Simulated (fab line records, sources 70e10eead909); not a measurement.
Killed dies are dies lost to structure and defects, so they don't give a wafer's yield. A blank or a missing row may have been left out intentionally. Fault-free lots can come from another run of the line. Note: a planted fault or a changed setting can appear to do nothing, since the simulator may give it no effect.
Comparing a struck lot with a sound one :: flow nandHarc :: 35 out of 1159 route steps
Sound: the wafers L488.1, L488.2, L488.4. Wafers L494.3, L494.4, L494.6 were the ones struck. Last of all comes the cause.
Per side, at each step with rows, come the tool, then ch with its chambers, and then its first start. Under that, the readings that differ: sound wafers :: struck wafers :: difference of the means :: sigmas: that difference in standard deviations of wafers without a fault.
alike: readings whose means differ by less than 2 such deviations, and words and numbers that are the same on both sides. not compared: withheld readings, readings that some wafer has no value for, bounds like >300 that may hide the same value, and numbers for which the record gives no deviation and whose values overlap.
Wherever a step has rows on one side only, a row that says differs or no value, or a row with sigmas, the two part there. Numbers that don't overlap but have no deviation are shown without sigmas and don't part them. Lack of a reading on every wafer of one side parts them only where that side has two or more wafers.

first, 2 steps without rows for these wafers: NHARC_A_SLIT_PRECLEAN_19 (cleans in SC1); NHARC_A_SLIT_SRD_20.
NHARC_A_SLIT_CD_MEAS_21:
  sound: cdSem-01 at day 16 22:31; struck: cdSem-02 at day 18 12:30
  alike: cdNm
then, 3 steps without rows for these wafers: NHARC_A_SIN_REMOVE_WET_00 (chemistry H3PO4, time 15300 s); NHARC_A_SIN_REMOVE_PRECLEAN_01 (cleans in SC1); NHARC_A_SIN_REMOVE_SRD_02.
NHARC_A_SIN_REMOVE_INSPECT_04:
  sound: defectInspect-02 at day 17 06:18; struck: defectInspect-02 at day 18 20:15
  alike: rawDefectCount
then, 3 steps without rows for these wafers: NHARC_A_WL_FILL_ALD_00 (deposits Al2O3, target thk 3 nm, pulse time 3 s, ald cycles 30); NHARC_A_WL_FILL_RTA_01 (time 5 s); NHARC_A_WL_FILL_ALD_02 (deposits TiN, target thk 2 nm, pulse time 3 s, ald cycles 100).
NHARC_A_WL_FILL_CVD_03: deposits W, target thk 40 nm, time 3302 s.
  sound on cvdW-01 ch 0,1, day 17 14:26; struck on cvdW-02 ch 0,1, day 18 22:21
  alike: heaterPowerW, mfcH2Sccm, throttleValvePct
then, 2 steps without rows for these wafers: NHARC_A_WL_FILL_ETCHBACK_04 (etches the open film in NF3, target depth 60 nm, time 120 s); NHARC_A_WL_FILL_ETCHBACK_05 (etches the open film in Cl2/BCl3, target depth 22 nm, time 60 s).
NHARC_A_WL_FILL_STRIP_27: strips in N2/H2, time 20 s.
  sound on plasmaAsher-02 ch 0,1, day 17 18:05; struck on plasmaAsher-02 ch 0,1, day 19 01:12
reading: rfReflPowerW (W)
sound: 18.4 22.8 22.3
struck: - - -
difference: no value on the struck wafers
sigmas: 
  alike: drypumpMotorCurrentA, heaterPowerW, tempC
  not compared: rfHoursCounterH
then, 4 steps without rows for these wafers: NHARC_A_WL_FILL_STRIP_28 (strips in post etch residue remover, time 1200 s); NHARC_A_WL_FILL_PRECLEAN_06 (cleans in DIW, time 300 s); NHARC_A_WL_FILL_SRD_07; NHARC_A_WL_FILL_ANNEAL_08 (time 1800 s).
NHARC_A_WL_FILL_ALD_10: deposits SiO2, target thk 50 nm, pulse time 10 s, ald cycles 500.
  sound on aldHk-02 ch 1,2,3, day 17 20:35; struck on aldHk-02 ch 0,3, day 19 08:23
  alike: heaterPowerW, precursorPulseHeightRel
then, 9 steps without rows for these wafers: NHARC_A_WL_FILL_ETCHBACK_16 (etches the open film in C4F8/O2/Ar, target depth 88 nm, time 17.6 s); NHARC_A_WL_FILL_STRIP_29 (strips in O2, time 20 s); NHARC_A_WL_FILL_ETCHBACK_17 (etches the open film in Cl2/BCl3, target depth 4 nm, time 26.7 s); NHARC_A_WL_FILL_PRECLEAN_18 (cleans in dHF, time 30 s); NHARC_A_WL_FILL_SRD_21; NHARC_A_WL_FILL_CVD_23 (deposits poly-Si, target thk 40 nm, time 800 s); NHARC_A_WL_FILL_ETCHBACK_26 (etches the open film in HBr, target depth 52 nm, time 13.3 s); NHARC_A_WL_FILL_PRECLEAN_30 (cleans in dHF, time 10 s); NHARC_A_WL_FILL_SRD_14.
NHARC_A_WL_FILL_ALD_19: deposits TiN, target thk 2 nm, pulse time 3 s, ald cycles 100.
  sound on aldMetal-02 ch 1,2,3, day 18 06:54; struck on aldMetal-02 ch 0,2,3, day 19 18:36
  alike: heaterPowerW, precursorPulseHeightRel
then, 1 step without rows for these wafers: NHARC_A_WL_FILL_CVD_20 (deposits W, target thk 75 nm, time 5064 s).
NHARC_A_WL_FILL_CMP_12: polishes, t overpolish 30 s, target thk 75 nm.
  sound on cmp-01 ch 0,1,2, day 18 16:11; struck on cmp-01 ch 2,3, day 20 04:04
  alike: edgeZonePressureFrac, motorCurrentA, overpolishRunS, timeToEndpointS
then, 2 steps without rows for these wafers: NHARC_A_WL_FILL_SRD_31; NHARC_A_CONTACT_DEP_24 (deposits SiO2, target thk 500 nm).
NHARC_A_CONTACT_DEP_28: deposits aC, target thk 3600 nm.
  sound on aclDep-03 ch 0, day 18 18:01; struck on aclDep-01 ch 0, day 20 06:32
  alike: throttleValvePct
-- record jumps: 3 days between struck wafers' starts before vs after; left off in module A_CONTACT, resumes in module END, first step shown is number 1159 of the route --
NHARC_END_SORT_01:
  only the struck wafers appear in the record here, on prober-02 ch 0 at day 23 13:39; the sound ones have no rows

WHERE THEY PART
Last at NHARC_END_SORT_01 as far as this record goes, first at NHARC_A_WL_FILL_STRIP_27.

WHY: the cause the simulator had injected
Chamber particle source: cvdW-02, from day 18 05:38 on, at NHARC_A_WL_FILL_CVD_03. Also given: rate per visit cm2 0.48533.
